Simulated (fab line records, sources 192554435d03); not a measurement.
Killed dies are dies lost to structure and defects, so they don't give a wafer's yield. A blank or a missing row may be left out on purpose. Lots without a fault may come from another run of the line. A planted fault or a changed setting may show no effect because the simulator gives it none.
Which tool did it? | flow n5_finfet | 12 lots, 36 wafers sampled, at 4 steps of a route of 1938

WHAT THE GAUGES READ, wafer by wafer
N5_BEOL_M6_CD_MEAS_28: target cd 40 nm.
lot  | measured     | on        | cd_nm (nm)
L923 | day 8 18:40  | cd_sem-01 | 39.88 39.66 39.96
L926 | day 9 07:45  | cd_sem-03 | 40.09 40.23 40.03
L925 | day 9 10:11  | cd_sem-03 | 39.86 40.18 40.20
L927 | day 9 18:57  | cd_sem-03 | 40.26 40.62 40.70
L932 | day 10 20:05 | cd_sem-02 | 39.88 40.17 39.90
L934 | day 11 07:43 | cd_sem-02 | 39.96 39.92 40.02
L935 | day 11 20:42 | cd_sem-02 | 39.63 39.89 39.59
L933 | day 12 02:41 | cd_sem-01 | 40.37 40.27 39.83
L940 | day 12 23:17 | cd_sem-03 | 40.01 40.34 40.62
L941 | day 13 10:15 | cd_sem-01 | 40.14 39.68 40.10
L944 | day 13 23:56 | cd_sem-03 | 39.91 40.26 39.93
L945 | day 14 01:18 | cd_sem-01 | 40.10 40.42 39.91

N5_BEOL_M6_OVL_MEAS_29.
lot  | measured     | on         | V5_OVL (nm)
L923 | day 8 18:41  | overlay-01 | -0.3 0.0 -0.1
L926 | day 9 07:47  | overlay-02 | -0.3 0.4 -0.6
L925 | day 9 10:14  | overlay-02 | -0.8 0.0 -0.1
L927 | day 9 18:59  | overlay-02 | 0.3 -1.0 0.7
L932 | day 10 20:07 | overlay-01 | -1.2 -0.4 0.6
L934 | day 11 07:46 | overlay-02 | 0.8 0.7 0.6
L935 | day 11 20:44 | overlay-02 | 0.0 0.5 0.8
L933 | day 12 02:43 | overlay-02 | 1.1 0.5 0.5
L940 | day 12 23:19 | overlay-01 | 0.5 0.3 0.6
L941 | day 13 10:17 | overlay-01 | -0.5 -0.2 -0.4
L944 | day 13 23:59 | overlay-02 | 1.1 0.4 0.7
L945 | day 14 01:20 | overlay-02 | 0.4 1.1 0.4

N5_BEOL_M6_INSPECT_30: inspects for defects (brightfield).
lot  | measured     | on                | raw_defect_count
L923 | day 8 18:45  | defect_inspect-02 | 339 419 314
L926 | day 9 07:50  | defect_inspect-01 | 456 521 501
L925 | day 9 10:16  | defect_inspect-01 | 321 586 389
L927 | day 9 19:02  | defect_inspect-01 | 643 613 424
L932 | day 10 20:10 | defect_inspect-01 | 439 538 457
L934 | day 11 07:49 | defect_inspect-02 | 551 357 344
L935 | day 11 20:47 | defect_inspect-02 | 422 388 484
L933 | day 12 02:47 | defect_inspect-02 | 436 431 477
L940 | day 12 23:22 | defect_inspect-02 | 405 464 480
L941 | day 13 10:20 | defect_inspect-01 | 389 435 387
L944 | day 14 00:02 | defect_inspect-01 | 387 440 313
L945 | day 14 01:24 | defect_inspect-01 | 337 289 427

WHICH TOOL RAN EACH LOT (tool, then ch and the chambers of the sampled wafers, then the start)
lot  | N5_BEOL_M6_EXPOSE_25
L923 | euv_scanner-01 ch 0, day 8 18:31
L926 | euv_scanner-01 ch 0, day 9 07:38
L925 | euv_scanner-02 ch 0, day 9 10:04
L927 | euv_scanner-01 ch 0, day 9 18:49
L932 | euv_scanner-02 ch 0, day 10 19:56
L934 | euv_scanner-02 ch 0, day 11 07:35
L935 | euv_scanner-02 ch 0, day 11 20:34
L933 | euv_scanner-02 ch 0, day 12 02:34
L940 | euv_scanner-02 ch 0, day 12 23:08
L941 | euv_scanner-02 ch 0, day 13 10:07
L944 | euv_scanner-02 ch 0, day 13 23:49
L945 | euv_scanner-02 ch 0, day 14 01:10
- N5_BEOL_M6_EXPOSE_25: exposes mask V5, target cd 40 nm.

WHAT THE TOOLS THEMSELVES READ (means of the sampled wafers that have a number; where no wafer has one, the mark that the record gives instead)
N5_BEOL_M6_EXPOSE_25.
lot  | tool           | exposure_dose_mJ_cm2
L923 | euv_scanner-01 | 44.91
L926 | euv_scanner-01 | 44.93
L925 | euv_scanner-02 | 45.40
L927 | euv_scanner-01 | 45.96
L932 | euv_scanner-02 | 45.38
L934 | euv_scanner-02 | 45.36
L935 | euv_scanner-02 | 45.35
L933 | euv_scanner-02 | 45.38
L940 | euv_scanner-02 | 45.38
L941 | euv_scanner-02 | 45.39
L944 | euv_scanner-02 | 45.48
L945 | euv_scanner-02 | 45.42

THE ANSWER, worked out from the rows above alone
Rule: what is usual is taken from the lots themselves. Put in order of their means at a reading, lots are off if they are a third of the lots or fewer, leave a main group of 4 or more, and stand apart from it by a gap of 3 or more times the standard deviation of the main group's means; of several such gaps the widest counts. A main group whose means are all the same, to the digits that the tables above print for the reading, isn't used. A lot without any number at a reading at which 4 lots or more have one is off too. The other lots that the step has rows for count as sound. The gauges are gone through in route order, then the tools' own readings, and for those a lot's mean is taken as printed above. The first step at which some lot is off is used, and at that step the reading that is off furthest; a lot without a number counts as furthest.
No lot is off at any reading shown: from this, nothing can be told.

WHAT THE SIMULATOR HAD PUT IN
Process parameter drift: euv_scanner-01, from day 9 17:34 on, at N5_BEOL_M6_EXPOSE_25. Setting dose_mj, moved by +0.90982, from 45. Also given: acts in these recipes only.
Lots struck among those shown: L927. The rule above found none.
